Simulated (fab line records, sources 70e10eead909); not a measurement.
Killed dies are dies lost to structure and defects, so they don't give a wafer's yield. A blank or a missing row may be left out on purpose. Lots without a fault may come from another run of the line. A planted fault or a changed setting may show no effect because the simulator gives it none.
Tool commonality check | flow nand_harc | 11 lots, 33 wafers sampled

WHY IT WAS OPENED
At NHARC_P_ZERO_WELL_CD_MEAS_24 the reading cd_nm is flagged on 2 of 11 lots. Wafers without a fault read 720.3 nm, standard deviation 1.9.
Rule: a lot is flagged when every wafer of it that has a number lies more than 4 standard deviations from that mean, or none has a number. The other lots count as sound.

lot  | measured     | on        | cd_nm (nm), wafer by wafer | flag
L836 | day 1 23:14  | cd_sem-01 | 717.5 716.7 718.2          |
L837 | day 2 08:28  | cd_sem-02 | 718.7 719.6 719.7          |
L838 | day 2 18:32  | cd_sem-03 | 722.0 722.9 724.1          |
L840 | day 3 14:29  | cd_sem-02 | 722.2 719.4 718.7          |
L842 | day 4 10:38  | cd_sem-02 | 719.1 721.5 719.0          |
L845 | day 5 16:35  | cd_sem-01 | 717.9 719.0 717.2          |
L846 | day 6 02:36  | cd_sem-03 | 717.9 721.4 718.7          |
L847 | day 6 12:28  | cd_sem-03 | 719.8 722.9 723.2          |
L848 | day 6 22:28  | cd_sem-03 | 768.7 768.6 767.2          | FLAGGED
L856 | day 10 06:39 | cd_sem-03 | 766.0 766.8 766.6          | FLAGGED
L857 | day 10 16:44 | cd_sem-01 | 717.9 718.6 720.6          |
The numbers of the flagged lots are 767.3 nm on average: +47.0 nm against the usual, or +25 standard deviations.

WHICH TOOL RAN EACH LOT
The record holds 1 process step before the reading, out of a route of 1302 steps. In each cell: the tool, then ch and the chambers that the sampled wafers went through, then the start.
lot  | flag    | NHARC_P_ZERO_WELL_EXPOSE_21
L836 |         | krf_scanner-04 ch 0, day 1 23:05
L837 |         | krf_scanner-04 ch 0, day 2 08:18
L838 |         | krf_scanner-04 ch 0, day 2 18:23
L840 |         | krf_scanner-02 ch 0, day 3 14:20
L842 |         | krf_scanner-02 ch 0, day 4 10:29
L845 |         | krf_scanner-01 ch 0, day 5 16:26
L846 |         | krf_scanner-02 ch 0, day 6 02:26
L847 |         | krf_scanner-02 ch 0, day 6 12:19
L848 | FLAGGED | krf_scanner-02 ch 0, day 6 22:19
L856 | FLAGGED | krf_scanner-02 ch 0, day 10 06:29
L857 |         | krf_scanner-01 ch 0, day 10 16:34
What these steps do:
- NHARC_P_ZERO_WELL_EXPOSE_21: exposes mask P NWELL, target cd 720 nm.
- NHARC_P_ZERO_WELL_CD_MEAS_24: target cd 720 nm.

FLAGGED OVER TOTAL, TOOL BY TOOL (the gauges that took the reading come last)
step                         | tool           | lots run | flagged | share of the flagged lots | sound lots run after its first flagged lot
NHARC_P_ZERO_WELL_EXPOSE_21  | krf_scanner-01 | 2        | 0       | none                      | -
NHARC_P_ZERO_WELL_EXPOSE_21  | krf_scanner-02 | 6        | 2       | all                       | 0
NHARC_P_ZERO_WELL_EXPOSE_21  | krf_scanner-04 | 3        | 0       | none                      | -
NHARC_P_ZERO_WELL_CD_MEAS_24 | cd_sem-01      | 3        | 0       | none                      | -
NHARC_P_ZERO_WELL_CD_MEAS_24 | cd_sem-02      | 3        | 0       | none                      | -
NHARC_P_ZERO_WELL_CD_MEAS_24 | cd_sem-03      | 5        | 2       | all                       | 0

WHAT THE TABLE ALLOWS
2 rows of the table ran every flagged lot: krf_scanner-02 at NHARC_P_ZERO_WELL_EXPOSE_21, cd_sem-03 at NHARC_P_ZERO_WELL_CD_MEAS_24.
- krf_scanner-02 at NHARC_P_ZERO_WELL_EXPOSE_21: 2 of its 6 lots flagged. Its last sound lot is L847 (day 6 12:19), its first flagged lot L848 (day 6 22:19): a fault that began between those two fits. Its own readings lie more than 4 standard deviations out on every wafer of the flagged lots: exposure_dose_mJ_cm2.
- cd_sem-03 at NHARC_P_ZERO_WELL_CD_MEAS_24: 2 of its 5 lots flagged. Its last sound lot is L847 (day 6 12:28), its first flagged lot L848 (day 6 22:28): a fault that began between those two fits.
Counting lots can't tell these 2 tools apart, because each fits a fault that began at some hour. More lots, or a look at what each step does to the wafer, might.

WHAT THE SIMULATOR HAD PUT IN
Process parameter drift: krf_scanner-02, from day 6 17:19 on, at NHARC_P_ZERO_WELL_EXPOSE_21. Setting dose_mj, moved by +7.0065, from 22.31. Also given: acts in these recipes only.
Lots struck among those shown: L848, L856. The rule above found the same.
